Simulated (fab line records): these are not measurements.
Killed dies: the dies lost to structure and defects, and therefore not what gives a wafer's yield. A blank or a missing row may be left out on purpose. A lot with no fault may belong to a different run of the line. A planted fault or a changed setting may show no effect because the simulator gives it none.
fab line records	flow n5-finfet
record: lots: 5	wafers: 15	last-day: 18
route steps=1938 shown FIN_SAQP@91 BEOL_M4@1111 PASSIVATION@1936
lots that met no fault: taken from a fault-free run of the same line
start-h: hours from the record's opening day to when the first of the lot's shown wafers began	wait-h: hours since the lot's step before	" identical to the entry in the row above	L1.1+2: a single row standing in for several wafers	- no value present, or no start provided	* or withheld: withheld	< > ~ a bound
route shown NAME@n: names a module that has steps shown in the file, with the first one's number in the route	usual: mean/standard deviation of fault-free wafers	same: alike in all rows	chamber/n: place in a boat	sites: the reading at each site	_std_site: how widely they spread, as a standard deviation	_edge_site: outer sites' mean less inner sites'	radius-mm: how far each site lies from the wafer's centre	mask NAME#n: copy n	behind: tool/chamber where the wafer was last shaped	hold: what put the lot on hold/how long, in hours/how the hold closed	device: the transistor (n, p or np) that didn't switch	end of line: tests run on the same wafers once the route is complete	where a step has no rows: the recipe by itself	killed: dies lost to structure and defects at the first sort, not the wafer's yield	map: dies across one wafer; x = killed, . = not, _ = none there
set.NAME: the setting as run; set.NAME@STEP: as run at that earlier step	model.NAME: the simulator's own value behind a step, which no gauge read
certain route steps with their lots: each step a table, each wafer a row
services: when a tool's chamber went out of use (start-h, in hours from the record's first day, below 0 if earlier), for how many hours, and the reason
== steps ==
step: N5_FIN_SAQP_PRECLEAN_00
recipe: chemistry: SC1	time-s: 60	temp-c: 55	mix: 1:2:50
step: N5_FIN_SAQP_PRECLEAN_44
recipe: chemistry: SC2	time-s: 45	temp-c: 35	mix: 1:1:50
step: N5_FIN_SAQP_SRD_01
recipe: dry: ipa-marangoni	time-s: 30	temp-c: 23	rinse-liquid: diw
step: N5_FIN_SAQP_ALD_61
recipe: material: SiO2	target-thk-a: 40	temp-c: 300	ald-precursor-family: BDEAS	ald-co-reactant: O2-plasma	pulse-time-s: 1	purge-time-s: 2	co-reactant-purge-time-s: 2	ald-cycles: 43	pressure-torr: 2
usual: heater-power-w: 493/48	precursor-pulse-height-rel: 0.999/0.02
same: pulse-time-s: 1
lot.wafer	tool	chamber	start-h	wait-h	heater-power-w	precursor-pulse-height-rel
L705.1	ald-sin-03	2	22.84	0.5	504	1.008
L705.4	"	1	"	"	531	0.976
L705.6	"	0	"	"	515	1.042
L709.3	ald-sin-01	1	44.96	0.0	411	0.980
L709.4	"	2	"	"	539	0.989
L709.6	"	2	"	"	556	1.007
L717.1	ald-sin-04	1	93.49	0.6	449	0.995
L717.4	"	3	"	"	469	1.017
L717.5	"	2	"	"	479	0.967
L719.2	ald-sin-01	2	106.74	0.1	554	0.995
L719.3	"	1	"	"	397	1.021
L719.4	"	0	"	"	425	1.017
L727.1	ald-sin-03	0	152.49	0.0	510	0.975
L727.2	"	3	"	"	565	0.969
L727.6	"	3	"	"	576	1.008
step: N5_FIN_SAQP_DENSIFY_62
recipe: temp-c: 700	time-s: 60	ambient: N2	idle-temp-c: 600	ramp-up-c-per-s: 150	ramp-down-c-per-s: 60	cool-to-c: 600
usual: lamp-power-pct: 9.85/0.054	lamp_zone_4_pct: 9.840/0.01	lamp_zone_5_pct: 9.846/0.011	wafer_temp_C_max: 703.2/0.69
same: time-s: 60
lot.wafer	tool	chamber	start-h	wait-h	lamp-power-pct	lamp_zone_4_pct	lamp_zone_5_pct	wafer_temp_C_max
L705.1	rtp-anneal-01	0	23.04	0.1	9.91	9.809	9.836	703.2
L705.4	"	0	"	"	9.84	9.837	9.825	702.7
L705.6	"	0	"	"	9.90	9.835	9.841	702.8
L709.3	rtp-anneal-02	0	45.23	0.2	9.85	9.852	9.836	703.9
L709.4	"	0	"	"	9.98	9.840	9.841	702.8
L709.6	"	0	"	"	9.79	9.843	9.845	703.3
L717.1	rtp-anneal-01	0	93.69	0.1	9.91	9.850	9.823	704.4
L717.4	"	0	"	"	9.84	9.845	9.859	703.8
L717.5	"	0	"	"	9.77	9.846	9.829	704.3
L719.2	rtp-anneal-01	0	106.97	0.1	9.76	9.829	9.853	703.0
L719.3	"	0	"	"	9.87	9.851	9.832	702.8
L719.4	"	0	"	"	9.81	9.842	9.851	704.0
L727.1	rtp-anneal-02	0	152.69	0.1	9.92	9.838	9.839	704.8
L727.2	"	0	"	"	9.76	9.844	9.827	702.9
L727.6	"	0	"	"	9.81	9.845	9.857	703.3
step: N5_FIN_SAQP_HM_DEP_03
recipe: material: SiNx	target-thk-a: 380	temp-c: 400	precursor: SiH4/NH3/N2	pressure-torr: 1.5	rf-w: 300	time-s: 33.6
usual: heater-power-w: 764/120	showerhead-plenum-p-Torr: 5.122/0.024	throttle-valve-pct: 39.4/1.9
same: time-s: 33.6
lot.wafer	tool	chamber	start-h	wait-h	heater-power-w	showerhead-plenum-p-Torr	throttle-valve-pct
L705.1	pecvd-04	1	23.25	0.2	634	5.109	39.2
L705.4	"	1	"	"	625	5.112	39.6
L705.6	"	1	"	"	627	5.123	39.2
L709.3	pecvd-04	1	45.38	0.1	626	5.131	39.5
L709.4	"	2	"	"	803	5.129	40.5
L709.6	"	1	"	"	623	5.118	39.5
L717.1	pecvd-02	2	93.90	0.2	704	5.152	36.1
L717.4	"	2	"	"	711	5.153	36.3
L717.5	"	2	"	"	722	5.152	35.9
L719.2	pecvd-04	0	107.15	0.2	738	5.105	39.8
L719.3	"	1	"	"	589	5.112	39.7
L719.4	"	2	"	"	867	5.117	40.8
L727.1	pecvd-02	0	152.90	0.2	753	5.120	39.0
L727.2	"	1	"	"	671	5.124	42.0
L727.6	"	2	"	"	701	5.147	36.4
step: N5_FIN_SAQP_THK_MEAS_05
usual: thk-nm: 38.1/0.55
lot.wafer	tool	chamber	start-h	wait-h	thk-nm
L705.1	film-metro-01	-	23.37	0.1	37.0
L705.4	"	-	"	"	38.4
L705.6	"	-	"	"	38.0
L709.3	film-metro-01	-	45.47	0.1	37.4
L709.4	"	-	"	"	38.6
L709.6	"	-	"	"	38.1
L717.1	film-metro-01	-	94.02	0.1	37.7
L717.4	"	-	"	"	38.2
L717.5	"	-	"	"	37.8
L719.2	film-metro-01	-	107.24	0.1	37.9
L719.3	"	-	"	"	37.5
L719.4	"	-	"	"	38.5
L727.1	film-metro-01	-	152.99	0.1	38.8
L727.2	"	-	"	"	38.1
L727.6	"	-	"	"	38.1
step: N5_FIN_SAQP_PECVD_47
recipe: material: a-Si	target-thk-a: 450	temp-c: 400	precursor: SiH4/He	pressure-torr: 3	rf-w: 100	time-s: 36.3
step: N5_FIN_SAQP_PECVD_48
recipe: material: SiNx	target-thk-a: 250	temp-c: 400	precursor: SiH4/NH3/N2	pressure-torr: 1.5	rf-w: 300	time-s: 22.1
usual: heater-power-w: 761/120	showerhead-plenum-p-Torr: 5.120/0.021	throttle-valve-pct: 39.5/1.8
same: time-s: 22.1
lot.wafer	tool	chamber	start-h	wait-h	heater-power-w	showerhead-plenum-p-Torr	throttle-valve-pct
L705.1	pecvd-02	1	23.47	0.0	707	5.134	42.0
L705.4	"	0	"	"	672	5.125	38.7
L705.6	"	0	"	"	677	5.124	38.8
L709.3	pecvd-04	2	45.55	0.0	863	5.114	40.7
L709.4	"	1	"	"	547	5.107	39.6
L709.6	"	2	"	"	858	5.116	40.4
L717.1	pecvd-03	0	94.10	0.0	826	5.067	41.7
L717.4	"	0	"	"	826	5.079	41.5
L717.5	"	1	"	"	1019	5.138	38.7
L719.2	pecvd-04	0	107.32	0.0	798	5.105	40.0
L719.3	"	2	"	"	744	5.119	40.2
L719.4	"	1	"	"	584	5.118	39.5
L727.1	pecvd-04	0	153.07	0.0	759	5.101	39.8
L727.2	"	2	"	"	795	5.140	40.6
L727.6	"	2	"	"	790	5.104	40.3
step: N5_FIN_SAQP_PECVD_06
recipe: material: a-Si	target-thk-a: 600	temp-c: 400	precursor: SiH4/He	pressure-torr: 3	rf-w: 100	time-s: 48.1
usual: heater-power-w: 823/110	showerhead-plenum-p-Torr: 5.653/0.017	throttle-valve-pct: 18.0/0.78
same: time-s: 48.1
lot.wafer	tool	chamber	start-h	wait-h	heater-power-w	showerhead-plenum-p-Torr	throttle-valve-pct
L705.1	pecvd-02	1	23.53	0.0	754	5.684	18.9
L705.4	"	0	"	"	767	5.645	17.6
L705.6	"	0	"	"	759	5.650	17.8
L709.3	pecvd-04	2	45.59	0.0	844	5.671	18.4
L709.4	"	1	"	"	692	5.651	18.0
L709.6	"	2	"	"	831	5.670	18.2
L717.1	pecvd-03	0	94.14	0.0	810	5.626	18.7
L717.4	"	0	"	"	823	5.625	19.1
L717.5	"	1	"	"	1020	5.668	17.8
L719.2	pecvd-04	0	107.36	0.0	804	5.657	18.3
L719.3	"	2	"	"	880	5.670	18.6
L719.4	"	1	"	"	654	5.647	18.0
L727.1	pecvd-04	0	153.11	0.0	804	5.638	18.3
L727.2	"	2	"	"	859	5.646	18.3
L727.6	"	2	"	"	896	5.655	18.6
step: N5_FIN_SAQP_THK_MEAS_07
usual: thk-nm: 60.2/0.78
lot.wafer	tool	chamber	start-h	wait-h	thk-nm
L705.1	film-metro-02	-	23.64	0.1	61.1
L705.4	"	-	"	"	60.6
L705.6	"	-	"	"	60.4
L709.3	film-metro-02	-	45.68	0.1	59.7
L709.4	"	-	"	"	59.9
L709.6	"	-	"	"	60.2
L717.1	film-metro-02	-	94.22	0.1	59.2
L717.4	"	-	"	"	60.6
L717.5	"	-	"	"	61.0
L719.2	film-metro-02	-	107.45	0.1	59.6
L719.3	"	-	"	"	59.9
L719.4	"	-	"	"	60.4
L727.1	film-metro-02	-	153.20	0.1	59.2
L727.2	"	-	"	"	59.8
L727.6	"	-	"	"	60.6
step: N5_FIN_SAQP_HM_DEP_72
recipe: material: SiO2	target-thk-a: 120	temp-c: 400	precursor: SiH4/N2O	pressure-torr: 0.75	rf-w: 275	time-s: 7.2
step: N5_FIN_SAQP_COAT_49
recipe: resist: SOC	temp-c: 250	time-s: 60	spin-rpm: 1500	resist-thk-nm: 100
usual: resist-line-temp-C: 23.00/0.1	run-length-s: 66.32/0.18
lot.wafer	tool	chamber	start-h	wait-h	resist-line-temp-C	run-length-s
L705.1	litho-track-01	0	23.78	0.1	22.91	66.13
L705.4	"	0	"	"	22.86	66.12
L705.6	"	0	"	"	22.87	66.20
L709.3	litho-track-04	0	45.79	0.1	22.99	66.59
L709.4	"	0	"	"	22.97	66.64
L709.6	"	0	"	"	23.13	66.39
L717.1	litho-track-01	0	94.36	0.1	22.96	66.09
L717.4	"	0	"	"	23.04	66.24
L717.5	"	0	"	"	22.88	66.13
L719.2	litho-track-04	0	107.56	0.1	23.02	66.56
L719.3	"	0	"	"	23.25	77.74
L719.4	"	0	"	"	23.03	66.72
L727.1	litho-track-02	0	153.31	0.1	23.10	66.23
L727.2	"	0	"	"	23.00	66.13
L727.6	"	0	"	"	23.22	66.12
step: N5_FIN_SAQP_COAT_50
recipe: resist: SiARC	temp-c: 220	time-s: 60	spin-rpm: 1500	resist-thk-nm: 35
step: N5_BEOL_M4_RC_MEAS_101
usual: DIBL_N: 36.9/1.7	DIBL_P: 37.3/2.3	IOFF_N: 0.16/0.033	IOFF_P: 0.22/0.04	ION_N: 673/12	ION_P: 463/8	SS_N: 71.6/0.58	SS_P: 73.4/0.74	VT_N: 250/3.2	VT_P: -250/3.4
lot.wafer	tool	chamber	start-h	wait-h	DIBL_N[mV/V]	DIBL_P[mV/V]	IOFF_N[nA/um]	IOFF_P[nA/um]	ION_N[uA/um]	ION_P[uA/um]	SS_N[mV/dec]	SS_P[mV/dec]	VT_N[mV]	VT_P[mV]
L705.1	prober-01	0	165.63	0.0	35.3	35.2	0.14	0.19	664	458	71.4	72.5	251	-252
L705.4	"	0	"	"	39.5	41.3	0.25	0.30	687	469	72.6	74.3	247	-247
L705.6	"	0	"	"	38.5	39.8	0.22	0.28	680	467	71.9	73.9	244	-248
L709.3	prober-01	0	194.39	0.3	38.2	37.0	0.18	0.21	661	454	71.8	72.5	250	-253
L709.4	"	0	"	"	38.1	36.8	0.17	0.21	685	463	72.0	73.0	248	-250
L709.6	"	0	"	"	39.0	38.8	0.20	0.26	692	469	72.7	74.0	247	-249
L719.2	prober-02	0	255.07	0.2	36.3	35.5	0.14	0.21	684	471	71.3	73.1	250	-251
L719.3	"	0	"	"	37.2	36.3	0.17	0.23	685	469	71.6	73.2	247	-248
L719.4	"	0	"	"	39.6	40.3	0.22	0.31	704	488	72.5	74.1	245	-246
L717.1	prober-01	0	256.26	0.0	38.4	38.4	0.19	0.28	691	477	72.0	74.0	249	-243
L717.4	"	0	"	"	37.3	37.0	0.17	0.27	687	475	71.6	72.9	249	-244
L717.5	"	0	"	"	37.9	37.8	0.17	0.29	674	468	71.4	73.8	250	-242
L727.1	prober-02	0	307.44	0.0	37.5	38.2	0.14	0.21	665	464	71.6	74.4	253	-250
L727.2	"	0	"	"	38.8	40.8	0.19	0.26	682	473	71.6	74.9	248	-251
L727.6	"	0	"	"	36.7	37.2	0.14	0.20	672	461	71.2	73.6	255	-253
step: N5_PASSIVATION_PROBE_49
usual: defect-limited-yield: 91.2/1.3	killed_at_M0_to_M3: 34/10	killed_at_M4_up: 13/4.6	killed-at-contacts: 13/5.5	killed-at-front-end: 41/12	killed-at-other: 2.8/2.4	killed-dies: 104/16	killed-open: 67/12	killed-short: 33/7.2	sort_bin_5_function: 5.1/0.86	sort_bin_6_memory: 3.3/0.62	sort-n-pass: 1076/16	sort-yield-pct: 91.2/1.3
same: gross-dies: 1180	killed-at-back-side: 0	sort_bin_4_leakage[%]: 0	sort_bin_8_speed[%]: 0
lot.wafer	tool	chamber	start-h	wait-h	defect-limited-yield[%]	killed_at_M0_to_M3	killed_at_M4_up	killed-at-contacts	killed-at-front-end	killed-at-other	killed-dies	killed-open	killed-short	sort_bin_5_function[%]	sort_bin_6_memory[%]	sort-n-pass	sort-yield-pct[%]
L705.1	prober-01	-	273.48	0.0	91.9	31	12	12	39	1	95	67	21	4.3	3.1	1085	91.9
L705.4	prober-01	-	273.63	0.2	91.5	29	11	12	48	0	100	70	26	5.3	3.1	1080	91.5
L705.6	prober-01	-	273.73	0.3	90.0	33	23	27	30	5	118	71	42	6.2	3.4	1062	90.0
killed by level:class
L705.1 STI_FIN_REVEAL:geometric-particle:open=13 FIN_SAQP:geometric-particle:open=8 MOL_CONTACT_COAG:geometric-particle:open=7 BEOL_M2:geometric-particle:open=7 BEOL_M1:geometric-particle:open=6 BEOL_M0:geometric-particle:open=5 BEOL_M0_SAQP:geometric-particle:open=5 MOL_CONTACT_COAG:geometric-particle:short=5
L705.4 STI_FIN_REVEAL:geometric-particle:open=23 BEOL_M2:geometric-particle:open=7 FIN_SAQP:geometric-particle:open=6 BEOL_M0_SAQP:geometric-particle:short=6 MOL_CONTACT_COAG:geometric-particle:open=6 MOL_CONTACT_COAG:geometric-particle:short=6 BEOL_M0:geometric-particle:open=5 BEOL_M5:geometric-particle:open=5
L705.6 MOL_CONTACT_COAG:geometric-particle:open=19 BEOL_M0_SAQP:geometric-particle:short=11 FIN_SAQP:geometric-particle:open=8 BEOL_M4:geometric-particle:open=7 MOL_CONTACT_COAG:geometric-particle:short=6 BEOL_M0_SAQP:geometric-particle:open=5 STARTING-WAFER:geometric-particle:open=5 BEOL_M4:geometric-particle:short=5
== services ==
tool	chamber	start-h	hours	kind
litho-track-01	-	9.08	-	consumable-replace:filter
ald-sin-03	1	11.87	2.0	repair
ald-sin-03	-	14.88	0.4	repair
pecvd-02	2	21.12	-	clean
pecvd-02	2	21.12	-	consumable-replace:showerhead
pecvd-02	2	21.12	29.0	scheduled-down
pecvd-02	2	21.12	29.0	vent-cycle
pecvd-04	2	23.23	5.5	scheduled-down
pecvd-04	-	54.39	6.0	pm
ald-sin-04	0	61.54	4.6	repair
pecvd-02	-	61.97	5.5	pm
ald-sin-01	0	70.17	24.0	repair
ald-sin-03	1	70.58	1.9	repair
pecvd-02	-	72.77	0.4	repair
pecvd-03	0	74.99	2.1	scheduled-down
ald-sin-01	-	87.62	14.0	pm
ald-sin-01	1	87.62	14.0	vent-cycle
pecvd-02	1	92.37	5.5	scheduled-down
pecvd-02	-	102.66	6.0	pm
ald-sin-03	2	121.08	6.2	repair
pecvd-04	-	133.78	1.2	repair
ald-sin-01	-	144.75	4.3	pm
ald-sin-03	1	147.61	3.5	repair
ald-sin-03	-	151.62	0.4	repair
== key ==
first-sign: step: N5_FIN_SAQP_COAT_49	reading: run-length-s	direction: up	sigmas: 63	usual: *	struck: *
effect none on later readings
met-at N5_FIN_SAQP_COAT_49
struck-wafers L719.3
onset-between 45.79 107.56
fault: kind: process-parameter-drift	tool: litho-track-04	chamber: -	onset-h: 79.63	steps: N5_FIN_SAQP_COAT_49	channel: time-s	offset: *	shape: step	end-h: 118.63	scope: struck-wafers-only	acts-in: *	stated: *
